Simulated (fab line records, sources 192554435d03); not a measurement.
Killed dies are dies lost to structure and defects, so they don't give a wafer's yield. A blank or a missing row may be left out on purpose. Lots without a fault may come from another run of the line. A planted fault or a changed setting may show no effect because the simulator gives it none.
Which tool did it? | flow n5_finfet | 15 lots, 43 wafers sampled, at 7 steps of a route of 1938

WHAT THE GAUGES READ, wafer by wafer
N5_BEOL_M6_CD_MEAS_18: pitch 80 nm, target cd 40 nm.
lot  | measured     | on        | cd_nm (nm)
L336 | day 8 22:32  | cd_sem-02 | 40.4 40.6 40.3
L338 | day 9 02:50  | cd_sem-01 | 39.5 39.6 40.3
L339 | day 9 23:22  | cd_sem-01 | 39.1 40.1 41.0
L340 | day 10 01:56 | cd_sem-01 | 39.7 39.5 40.4
L341 | day 10 03:46 | cd_sem-01 | 38.8 40.1 40.4
L342 | day 10 12:18 | cd_sem-01 | 38.7 39.7 38.7
L343 | day 10 12:49 | cd_sem-03 | 40.4 39.9 39.4
L344 | day 10 13:17 | cd_sem-03 | - - -
L345 | day 11 08:49 | cd_sem-02 | - - -
L347 | day 11 10:07 | cd_sem-01 | - - -
L355 | day 14 13:45 | cd_sem-01 | 39.2 40.3
L356 | day 14 17:15 | cd_sem-03 | 39.3 39.8 40.4
L354 | day 14 20:55 | cd_sem-01 | 38.9 40.8 39.5
L357 | day 15 13:16 | cd_sem-02 | 40.0 39.4 40.9
L359 | day 15 16:35 | cd_sem-03 | 39.3 39.5

WHICH TOOL RAN EACH LOT (tool, then ch and the chambers of the sampled wafers, then the start)
lot  | N5_BEOL_M5_SURFACE_TREAT_87  | N5_BEOL_M5_SPUTTER_48        | N5_BEOL_M5_ANNEAL_49         | N5_BEOL_M6_ETCH_61                 | N5_BEOL_M6_ETCH_62                 | N5_BEOL_M6_HM_OPEN_17
L336 | pvd_sputter-03, day 8 13:29  | pvd_sputter-03, day 8 13:47  | pvd_sputter-03, day 8 13:52  | rie_diel-04 ch 0,1, day 8 22:07    | rie_diel-04 ch 0,1, day 8 22:10    | rie_metal-03 ch 0,1, day 8 22:22
L338 | pvd_sputter-02, day 8 19:07  | pvd_sputter-03, day 8 19:20  | pvd_sputter-03, day 8 19:25  | rie_diel-06 ch 0,3, day 9 02:23    | rie_diel-06 ch 0,3, day 9 02:27    | rie_metal-01 ch 0,1, day 9 02:38
L339 | pvd_sputter-02, day 9 12:01  | pvd_sputter-03, day 9 12:16  | pvd_sputter-03, day 9 12:21  | rie_diel-04 ch 0,2,3, day 9 22:57  | rie_diel-04 ch 0,2,3, day 9 23:01  | rie_metal-01 ch 0,1, day 9 23:11
L340 | pvd_sputter-01, day 9 17:35  | pvd_sputter-03, day 9 17:50  | pvd_sputter-03, day 9 17:55  | rie_diel-04 ch 0,1,3, day 10 01:31 | rie_diel-04 ch 0,1,3, day 10 01:34 | rie_metal-02 ch 0, day 10 01:45
L341 | pvd_sputter-02, day 9 19:02  | pvd_sputter-02, day 9 19:43  | pvd_sputter-02, day 9 19:48  | rie_diel-05 ch 0,1,3, day 10 03:20 | rie_diel-05 ch 0,1,3, day 10 03:24 | rie_metal-03 ch 0,1, day 10 03:37
L342 | pvd_sputter-03, day 10 02:17 | pvd_sputter-03, day 10 02:29 | pvd_sputter-03, day 10 02:34 | rie_diel-05 ch 0,1,3, day 10 11:46 | rie_diel-05 ch 0,1,3, day 10 11:49 | rie_metal-01 ch 0,1, day 10 12:02
L343 | pvd_sputter-01, day 10 03:50 | pvd_sputter-02, day 10 04:08 | pvd_sputter-02, day 10 04:13 | rie_diel-06 ch 0,3, day 10 12:21   | rie_diel-06 ch 0,3, day 10 12:24   | rie_metal-03 ch 0,1, day 10 12:35
L344 | pvd_sputter-01, day 10 04:18 | pvd_sputter-01, day 10 04:31 | pvd_sputter-01, day 10 04:35 | rie_diel-05 ch 0,3, day 10 12:50   | rie_diel-05 ch 0,3, day 10 12:53   | rie_metal-01 ch 0,1, day 10 13:05
L345 | pvd_sputter-01, day 10 23:16 | pvd_sputter-03, day 10 23:31 | pvd_sputter-03, day 10 23:36 | rie_diel-06 ch 1,2,3, day 11 08:22 | rie_diel-06 ch 1,2,3, day 11 08:25 | rie_metal-03 ch 0,1, day 11 08:38
L347 | pvd_sputter-01, day 11 01:45 | pvd_sputter-02, day 11 02:00 | pvd_sputter-02, day 11 02:05 | rie_diel-05 ch 0,1,2, day 11 09:40 | rie_diel-05 ch 0,1,2, day 11 09:43 | rie_metal-01 ch 0,1, day 11 09:56
L355 | pvd_sputter-02, day 14 03:55 | pvd_sputter-02, day 14 04:12 | pvd_sputter-02, day 14 04:17 | rie_diel-05 ch 1,2, day 14 13:17   | rie_diel-05 ch 1,2, day 14 13:20   | rie_metal-03 ch 1, day 14 13:32
L356 | pvd_sputter-03, day 14 07:31 | pvd_sputter-03, day 14 07:59 | pvd_sputter-03, day 14 08:04 | rie_diel-05 ch 0,2, day 14 16:49   | rie_diel-05 ch 0,2, day 14 16:53   | rie_metal-03 ch 1, day 14 17:04
L354 | pvd_sputter-01, day 14 10:28 | pvd_sputter-02, day 14 12:02 | pvd_sputter-02, day 14 12:35 | rie_diel-06 ch 0,2,3, day 14 20:29 | rie_diel-06 ch 0,2,3, day 14 20:33 | rie_metal-03 ch 0,1, day 14 20:46
L357 | pvd_sputter-03, day 15 02:46 | pvd_sputter-01, day 15 03:16 | pvd_sputter-01, day 15 03:21 | rie_diel-05 ch 0,1,2, day 15 12:51 | rie_diel-05 ch 0,1,2, day 15 12:54 | rie_metal-03 ch 0,1, day 15 13:05
L359 | pvd_sputter-02, day 15 06:28 | pvd_sputter-02, day 15 07:04 | pvd_sputter-02, day 15 07:08 | rie_diel-06 ch 1,2, day 15 16:10   | rie_diel-06 ch 1,2, day 15 16:13   | rie_metal-01 ch 1, day 15 16:25
- N5_BEOL_M5_SURFACE_TREAT_87
- N5_BEOL_M5_SPUTTER_48: material Cu, target thk 15 nm, time 27.62 s.
- N5_BEOL_M5_ANNEAL_49: time 1800 s.
- N5_BEOL_M6_ETCH_61: etches SiARC in CF4, target depth 45.5 nm, time 75.8 s.
- N5_BEOL_M6_ETCH_62: etches SOC in N2/H2, target depth 110 nm, overetch 22 nm, time 165 s.
- N5_BEOL_M6_HM_OPEN_17: chemistry Cl2/BCl3, target TiN, target depth 20 nm, overetch 6 nm.

WHAT THE TOOLS THEMSELVES READ (means of the sampled wafers that have a number; where no wafer has one, the mark that the record gives instead)
N5_BEOL_M5_SPUTTER_48.
lot  | tool           | chuck_gas_flow_sccm (sccm) | throttle_valve_pct (%)
L336 | pvd_sputter-03 | 1.30                       | 30.0
L338 | pvd_sputter-03 | 1.31                       | 30.7
L339 | pvd_sputter-03 | 1.27                       | 31.4
L340 | pvd_sputter-03 | 1.29                       | 32.1
L341 | pvd_sputter-02 | 1.25                       | 29.1
L342 | pvd_sputter-03 | 1.24                       | 31.2
L343 | pvd_sputter-02 | 1.29                       | 29.0
L344 | pvd_sputter-01 | 1.19                       | 31.2
L345 | pvd_sputter-03 | 1.24                       | 30.6
L347 | pvd_sputter-02 | 1.28                       | 28.9
L355 | pvd_sputter-02 | 1.24                       | 29.0
L356 | pvd_sputter-03 | 1.26                       | 31.1
L354 | pvd_sputter-02 | 1.27                       | 28.9
L357 | pvd_sputter-01 | 1.22                       | 30.8
L359 | pvd_sputter-02 | 1.26                       | 29.2

N5_BEOL_M5_ANNEAL_49.
lot  | tool           | heater_power_w (W)
L336 | pvd_sputter-03 | 801
L338 | pvd_sputter-03 | 833
L339 | pvd_sputter-03 | 846
L340 | pvd_sputter-03 | 887
L341 | pvd_sputter-02 | 862
L342 | pvd_sputter-03 | 804
L343 | pvd_sputter-02 | 853
L344 | pvd_sputter-01 | 885
L345 | pvd_sputter-03 | 816
L347 | pvd_sputter-02 | 850
L355 | pvd_sputter-02 | 861
L356 | pvd_sputter-03 | 818
L354 | pvd_sputter-02 | 802
L357 | pvd_sputter-01 | 820
L359 | pvd_sputter-02 | 859

N5_BEOL_M6_ETCH_61.
lot  | tool        | bias_w (W) | cf4_flow_sccm (sccm) | drypump_motor_current_A (A) | etch_rf_on_time_s (s) | oes_product_au (a.u.) | rf_vpp_V (V) | showerhead_plenum_p_Torr (Torr) | throttle_valve_pct (%)
L336 | rie_diel-04 | 35.94      | 100.23               | 5.5                         | 75.3                  | 0.65                  | 184.8        | 2.19                            | 15.40
L338 | rie_diel-06 | 36.11      | 99.89                | 6.0                         | 73.8                  | 0.71                  | 185.4        | 2.25                            | 15.68
L339 | rie_diel-04 | 36.10      | 99.87                | 5.4                         | 75.2                  | 0.68                  | 184.0        | 2.13                            | 15.63
L340 | rie_diel-04 | 36.00      | 99.87                | 5.5                         | 75.7                  | 0.66                  | 184.2        | 2.14                            | 15.56
L341 | rie_diel-05 | 35.75      | 100.02               | 5.7                         | 76.1                  | 0.68                  | 183.5        | 2.14                            | 15.72
L342 | rie_diel-05 | 35.92      | 99.84                | 5.7                         | 75.7                  | 0.67                  | 184.3        | 2.14                            | 15.73
L343 | rie_diel-06 | 36.01      | 100.24               | 5.9                         | 74.6                  | 0.69                  | 184.9        | 2.25                            | 15.70
L344 | rie_diel-05 | -          | -                    | -                           | -                     | -                     | -            | -                               | -
L345 | rie_diel-06 | -          | -                    | -                           | -                     | -                     | -            | -                               | -
L347 | rie_diel-05 | -          | -                    | -                           | -                     | -                     | -            | -                               | -
L355 | rie_diel-05 | 35.73      | 100.18               | 5.2                         | 74.0                  | 0.74                  | 185.8        | 2.22                            | 15.46
L356 | rie_diel-05 | 36.09      | 99.97                | 6.0                         | 76.3                  | 0.64                  | 184.5        | 2.11                            | 15.56
L354 | rie_diel-06 | 35.91      | 100.32               | 5.6                         | 73.9                  | 0.71                  | 184.4        | 2.20                            | 15.52
L357 | rie_diel-05 | 35.99      | 100.19               | 5.6                         | 75.5                  | 0.69                  | 183.6        | 2.15                            | 15.56
L359 | rie_diel-06 | 35.95      | 100.00               | 5.4                         | 75.6                  | 0.70                  | 183.2        | 2.08                            | 15.41

N5_BEOL_M6_ETCH_62.
lot  | tool        | bias_w (W) | chamber_pressure_mTorr (mTorr) | drypump_motor_current_A (A) | oes_product_au (a.u.) | rf_vpp_V (V) | showerhead_plenum_p_Torr (Torr) | throttle_valve_pct (%)
L336 | rie_diel-04 | 149.7      | 29.998                         | 5.5                         | 0.64                  | 526.1        | 2.61                            | 17.63
L338 | rie_diel-06 | 150.1      | 30.001                         | 5.9                         | 0.69                  | 527.8        | 2.68                            | 17.90
L339 | rie_diel-04 | 150.1      | 30.004                         | 5.4                         | 0.67                  | 522.9        | 2.52                            | 17.86
L340 | rie_diel-04 | 149.8      | 30.013                         | 5.5                         | 0.65                  | 523.6        | 2.53                            | 17.73
L341 | rie_diel-05 | 150.2      | 29.987                         | 5.7                         | 0.67                  | 523.9        | 2.54                            | 17.83
L342 | rie_diel-05 | 150.5      | 29.997                         | 5.7                         | 0.66                  | 523.8        | 2.54                            | 17.83
L343 | rie_diel-06 | 150.1      | 30.029                         | 6.0                         | 0.68                  | 528.2        | 2.68                            | 17.92
L344 | rie_diel-05 | 150.3      | 29.987                         | 5.9                         | 0.26                  | 524.0        | 2.54                            | 17.91
L345 | rie_diel-06 | 149.7      | 30.006                         | 5.6                         | 0.31                  | 522.7        | 2.53                            | 17.61
L347 | rie_diel-05 | 150.3      | 29.984                         | 5.6                         | 0.32                  | 524.7        | 2.57                            | 17.53
L355 | rie_diel-05 | 149.9      | 30.068                         | 5.2                         | 0.73                  | 526.8        | 2.62                            | 17.50
L356 | rie_diel-05 | 150.5      | 29.995                         | 6.0                         | 0.64                  | 523.2        | 2.50                            | 17.65
L354 | rie_diel-06 | 149.9      | 29.990                         | 5.6                         | 0.70                  | 524.8        | 2.61                            | 17.75
L357 | rie_diel-05 | 150.1      | 29.983                         | 5.6                         | 0.68                  | 524.9        | 2.55                            | 17.64
L359 | rie_diel-06 | 150.2      | 30.012                         | 5.3                         | 0.69                  | 522.5        | 2.45                            | 17.61

N5_BEOL_M6_HM_OPEN_17.
lot  | tool         | drypump_motor_current_A (A) | he_backside_leak_sccm (sccm) | oes_product_au (a.u.) | throttle_valve_pct (%)
L336 | rie_metal-03 | 5.5                         | 3.20                         | 0.68                  | 22.31
L338 | rie_metal-01 | 5.4                         | 3.18                         | 0.65                  | 22.37
L339 | rie_metal-01 | 5.7                         | 3.14                         | 0.61                  | 22.57
L340 | rie_metal-02 | 5.2                         | 3.39                         | 0.77                  | 21.92
L341 | rie_metal-03 | 5.3                         | 3.40                         | 0.64                  | 22.27
L342 | rie_metal-01 | 5.6                         | 3.16                         | 0.61                  | 22.56
L343 | rie_metal-03 | 5.5                         | 3.28                         | 0.67                  | 22.32
L344 | rie_metal-01 | 5.7                         | 3.22                         | 0.27                  | 23.22
L345 | rie_metal-03 | 5.5                         | 3.21                         | 0.29                  | 22.98
L347 | rie_metal-01 | 5.4                         | 3.25                         | 0.28                  | 23.04
L355 | rie_metal-03 | 5.7                         | 3.26                         | 0.69                  | 22.39
L356 | rie_metal-03 | 5.7                         | 3.17                         | 0.68                  | 22.40
L354 | rie_metal-03 | 5.3                         | 3.36                         | 0.62                  | 22.29
L357 | rie_metal-03 | 5.3                         | 3.34                         | 0.62                  | 22.31
L359 | rie_metal-01 | 6.0                         | 3.17                         | 0.56                  | 22.80

THE ANSWER, worked out from the rows above alone
Rule: what is usual is taken from the lots themselves. Put in order of their means at a reading, lots are off if they are a third of the lots or fewer, leave a main group of 4 or more, and stand apart from it by a gap of 3 or more times the standard deviation of the main group's means; of several such gaps the widest counts. A main group whose means are all the same, to the digits that the tables above print for the reading, isn't used. A lot without any number at a reading at which 4 lots or more have one is off too. The other lots that the step has rows for count as sound. The gauges are gone through in route order, then the tools' own readings, and for those a lot's mean is taken as printed above. The first step at which some lot is off is used, and at that step the reading that is off furthest; a lot without a number counts as furthest.
Off: L344, L345, L347, at N5_BEOL_M6_CD_MEAS_18 (cd_nm). Without a number there: L344, L345, L347. The main group: mean 39.8 nm, standard deviation 0.33.
A tool fits if, at a process step before that reading, it ran every lot that is off, and no sound lot after the first of them. The gauges at N5_BEOL_M6_CD_MEAS_18 aren't tried: what is off there is off at N5_BEOL_M6_ETCH_61 too, on other tools, and a gauge's error can't cause that. None of those tried fits.

WHAT THE SIMULATOR HAD PUT IN
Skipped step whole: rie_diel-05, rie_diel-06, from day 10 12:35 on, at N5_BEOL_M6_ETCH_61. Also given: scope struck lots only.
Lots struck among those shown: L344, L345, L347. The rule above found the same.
